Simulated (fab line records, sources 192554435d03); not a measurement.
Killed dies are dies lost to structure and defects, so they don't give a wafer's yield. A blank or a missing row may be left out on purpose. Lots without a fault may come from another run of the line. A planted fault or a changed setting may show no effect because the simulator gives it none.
Which tool did it? | flow n5_finfet | 10 lots, 30 wafers sampled, at 5 steps of a route of 1938

WHAT THE GAUGES READ, wafer by wafer
N5_MOL_CONTACT_COAG_INSPECT_97: inspects for defects (darkfield). Usual: raw_defect_count 42, standard deviation 15.
lot  | measured     | on                | raw_defect_count | flag
L648 | day 6 07:08  | defect_inspect-02 | 64 35 47         |
L650 | day 6 11:29  | defect_inspect-01 | 27 24 34         |
L651 | day 6 14:37  | defect_inspect-01 | 18 31 29         |
L647 | day 6 17:34  | defect_inspect-02 | 51 29 41         |
L652 | day 6 17:38  | defect_inspect-01 | 19 21 19         |
L658 | day 8 04:20  | defect_inspect-01 | 23 22 37         |
L660 | day 8 22:19  | defect_inspect-01 | 45 24 28         |
L665 | day 9 23:09  | defect_inspect-01 | 42 46 44         |
L667 | day 10 09:52 | defect_inspect-01 | 69 62 55         |
L670 | day 11 10:23 | defect_inspect-02 | 29 40 30         |

N5_BEOL_M4_RC_MEAS_101. Usual: DIBL_N 37.1 mV/V, standard deviation 1.8; DIBL_P 37.2 mV/V, standard deviation 2.1; IOFF_N 0.17 nA/um, standard deviation 0.033; IOFF_P 0.22 nA/um, standard deviation 0.037; ION_N 680 uA/um, standard deviation 11; ION_P 464 uA/um, standard deviation 7.7; SS_N 71.7 mV/dec, standard deviation 0.63; SS_P 73.6 mV/dec, standard deviation 0.67; VT_N 248.9 mV, standard deviation 2.9; VT_P -251 mV, standard deviation 3.6.
lot  | measured     | on        | DIBL_N (mV/V)  | DIBL_P (mV/V)  | IOFF_N (nA/um) | IOFF_P (nA/um) | ION_N (uA/um) | ION_P (uA/um) | SS_N (mV/dec)  | SS_P (mV/dec)  | VT_N (mV)         | VT_P (mV)      | flag
L648 | day 9 01:41  | prober-02 | 37.2 34.4 36.1 | 37.9 34.7 36.9 | 0.19 0.15 0.16 | 0.27 0.20 0.24 | 674 675 679   | 466 464 473   | 71.7 72.2 72.1 | 73.9 72.8 74.3 | 244.5 250.0 250.0 | -245 -248 -245 |
L650 | day 8 22:56  | prober-02 | 38.7 35.8 34.1 | 40.6 36.7 33.8 | 0.22 0.14 0.12 | 0.26 0.18 0.15 | 701 676 667   | 473 455 454   | 72.0 71.4 71.0 | 74.6 73.2 72.5 | 242.9 251.4 251.3 | -248 -256 -256 |
L651 | day 9 10:14  | prober-02 | 36.0 37.9 35.0 | 36.5 39.2 35.4 | 0.17 0.21 0.15 | 0.24 0.29 0.21 | 691 684 684   | 468 471 469   | 71.0 71.7 70.8 | 73.2 74.4 73.2 | 248.1 245.2 249.1 | -247 -246 -249 |
L647 | day 9 21:03  | prober-02 | 37.9 38.6 38.9 | 37.9 38.6 40.7 | 0.17 0.19 0.21 | 0.20 0.22 0.26 | 671 677 713   | 454 459 480   | 72.0 72.0 71.7 | 73.3 73.4 73.4 | 250.8 247.7 244.9 | -250 -249 -249 |
L652 | day 10 00:26 | prober-02 | 37.3 39.4 37.5 | 37.8 38.5 36.9 | 0.18 0.21 0.18 | 0.23 0.24 0.22 | 690 693 689   | 467 462 468   | 71.9 72.3 71.6 | 74.0 74.5 73.8 | 246.8 245.6 246.4 | -249 -248 -249 |
L658 | day 11 00:59 | prober-01 | 38.3 37.0 35.7 | 38.8 36.4 34.3 | 0.17 0.16 0.14 | 0.24 0.21 0.17 | 671 691 672   | 463 468 457   | 71.8 71.1 71.4 | 75.1 73.4 72.9 | 250.1 248.5 251.5 | -246 -252 -251 |
L660 | day 12 19:37 | prober-02 | 38.4 40.1 35.5 | 37.8 40.3 35.3 | 0.18 0.21 0.12 | 0.22 0.27 0.19 | 676 688 671   | 461 474 467   | 70.8 71.5 70.7 | 73.7 74.3 73.8 | 247.8 247.0 252.9 | -251 -247 -252 |
L665 | day 12 22:56 | prober-01 | 33.3 34.7 34.8 | 35.1 36.7 38.0 | 0.13 0.14 0.15 | 0.18 0.21 0.23 | 675 682 678   | 461 465 470   | 70.6 70.8 71.7 | 73.1 72.9 74.3 | 252.0 249.0 249.5 | -251 -250 -248 |
L667 | day 14 01:49 | prober-02 | 35.7 35.8 37.6 | 35.8 34.0 37.0 | 0.15 0.15 0.17 | 0.21 0.19 0.22 | 669 673 674   | 465 461 468   | 71.6 72.0 72.0 | 73.1 72.5 73.2 | 250.2 251.8 251.1 | -251 -252 -249 |
L670 | day 14 13:47 | prober-02 | 40.8 35.2 37.1 | 40.8 34.0 36.9 | 0.27 0.13 0.18 | 0.34 0.20 0.25 | 703 677 679   | 477 463 467   | 73.1 72.0 71.7 | 74.0 72.0 73.6 | 242.1 251.3 248.0 | -241 -248 -244 |

WHICH TOOL RAN EACH LOT (tool, then ch and the chambers of the sampled wafers, then the start)
lot  | N5_MOL_CONTACT_COAG_STRIP_49         | N5_MOL_CONTACT_COAG_CVD_140   | N5_BEOL_M0_SAQP_COAT_82
L648 | plasma_asher-01 ch 0,1, day 6 00:19  | cvd_w-01 ch 0,1, day 6 00:35  | litho_track-05 ch 0, day 6 08:08
L650 | plasma_asher-02 ch 1, day 6 07:31    | cvd_w-02 ch 0,1, day 6 07:49  | litho_track-04 ch 0, day 6 12:22
L651 | plasma_asher-02 ch 0,1, day 6 10:39  | cvd_w-01 ch 0,1, day 6 10:59  | litho_track-01 ch 0, day 6 18:12
L647 | plasma_asher-01 ch 0,1, day 6 12:38  | cvd_w-02 ch 0,1, day 6 12:55  | litho_track-04 ch 0, day 6 19:11
L652 | plasma_asher-01 ch 0,1, day 6 12:56  | cvd_w-01 ch 0,1, day 6 13:17  | litho_track-01 ch 0, day 6 19:17
L658 | plasma_asher-02 ch 0,1, day 8 00:20  | cvd_w-01 ch 1, day 8 00:37    | litho_track-01 ch 0, day 8 05:31
L660 | plasma_asher-01 ch 1, day 8 18:22    | cvd_w-02 ch 0, day 8 18:39    | litho_track-01 ch 0, day 9 01:01
L665 | plasma_asher-02 ch 0,1, day 9 16:58  | cvd_w-01 ch 0,1, day 9 17:19  | litho_track-05 ch 0, day 10 00:40
L667 | plasma_asher-02 ch 0,1, day 10 05:55 | cvd_w-01 ch 0,1, day 10 06:12 | litho_track-05 ch 0, day 10 15:59
L670 | plasma_asher-02 ch 0,1, day 11 06:24 | cvd_w-02 ch 0,1, day 11 06:41 | litho_track-05 ch 0, day 11 13:11
- N5_MOL_CONTACT_COAG_STRIP_49: strips in N2/H2, time 30 s.
- N5_MOL_CONTACT_COAG_CVD_140: deposits W, target thk 66.5 nm, time 215 s.
- N5_BEOL_M0_SAQP_COAT_82: time 60 s, resist thk 30 nm.

WHAT THE TOOLS THEMSELVES READ (means of the sampled wafers that have a number; where no wafer has one, the mark that the record gives instead)
N5_MOL_CONTACT_COAG_STRIP_49. Usual: drypump_motor_current_A 5.8 A, standard deviation 0.42; h2_flow_sccm 3251 sccm, standard deviation 8.8; heater_power_w 357 W, standard deviation 45.
lot  | tool            | drypump_motor_current_A (A) | h2_flow_sccm (sccm) | heater_power_w (W) | flag
L648 | plasma_asher-01 | 5.9                         | 3255                | 327                |
L650 | plasma_asher-02 | 5.2                         | 3258                | 400                |
L651 | plasma_asher-02 | 5.6                         | 3251                | 404                |
L647 | plasma_asher-01 | 5.8                         | 3249                | 306                |
L652 | plasma_asher-01 | 5.8                         | 3247                | 308                |
L658 | plasma_asher-02 | 5.9                         | 3243                | 397                |
L660 | plasma_asher-01 | 6.0                         | 3249                | 339                |
L665 | plasma_asher-02 | 5.6                         | 3243                | 397                |
L667 | plasma_asher-02 | 5.6                         | 3256                | 395                |
L670 | plasma_asher-02 | 5.9                         | 3254                | 395                |

N5_MOL_CONTACT_COAG_CVD_140. Usual: heater_power_w 457 W, standard deviation 39.
lot  | tool     | heater_power_w (W) | flag
L648 | cvd_w-01 | 461                |
L650 | cvd_w-02 | 466                |
L651 | cvd_w-01 | 427                |
L647 | cvd_w-02 | 475                |
L652 | cvd_w-01 | 429                |
L658 | cvd_w-01 | 489                |
L660 | cvd_w-02 | 455                |
L665 | cvd_w-01 | 434                |
L667 | cvd_w-01 | 460                |
L670 | cvd_w-02 | 483                |

N5_BEOL_M0_SAQP_COAT_82. Usual: heater_power_total_W 427.6 W, standard deviation 2.2; run_length_s 66.19 s, standard deviation 0.23.
lot  | tool           | heater_power_total_W (W) | run_length_s (s) | flag
L648 | litho_track-05 | 429.2                    | 66.24            |
L650 | litho_track-04 | 428.0                    | 66.58            |
L651 | litho_track-01 | 429.7                    | 66.15            |
L647 | litho_track-04 | 426.9                    | 66.48            |
L652 | litho_track-01 | 427.1                    | 65.98            |
L658 | litho_track-01 | 494.1                    | 53.25            | OFF
L660 | litho_track-01 | 493.6                    | 53.27            | OFF
L665 | litho_track-05 | 428.8                    | 66.13            |
L667 | litho_track-05 | 428.1                    | 66.10            |
L670 | litho_track-05 | 425.3                    | 66.07            |

THE ANSWER, worked out from the rows above alone
Rule: a lot is off if the mean of its wafers that have a number lies more than 3 standard deviations from the usual mean. A lot without any number at a reading at which 4 lots or more have one is off too. The other lots that the step has rows for count as sound. The gauges are gone through in route order, then the tools' own readings, and for those a lot's mean is taken as printed above. The first step at which some lot is off is used, and at that step the reading that is off furthest; a lot without a number counts as furthest.
Off: L658, L660, at N5_BEOL_M0_SAQP_COAT_82 (run_length_s).
A tool fits if, at that step or a process step before it, it ran every lot that is off, and no sound lot after the first of them. One fits: litho_track-01 at N5_BEOL_M0_SAQP_COAT_82. Its last sound lot is L652 (day 6 19:17), its first lot that is off L658 (day 8 05:31): a fault that began between those two fits.
The tool's own readings at N5_BEOL_M0_SAQP_COAT_82 bear it out: on the lots that are off they differ by more than 5 times the standard deviation of the sound lots' means. heater_power_total_W reads 493.9 W there against 427.9 W on the sound lots; run_length_s reads 53.26 s there against 66.22 s on the sound lots.

WHAT THE SIMULATOR HAD PUT IN
Process parameter drift: litho_track-01, from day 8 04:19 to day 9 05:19, at N5_BEOL_M0_SAQP_COAT_82. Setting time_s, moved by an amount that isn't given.
Lots struck among those shown: L658, L660. The rule above found the same.
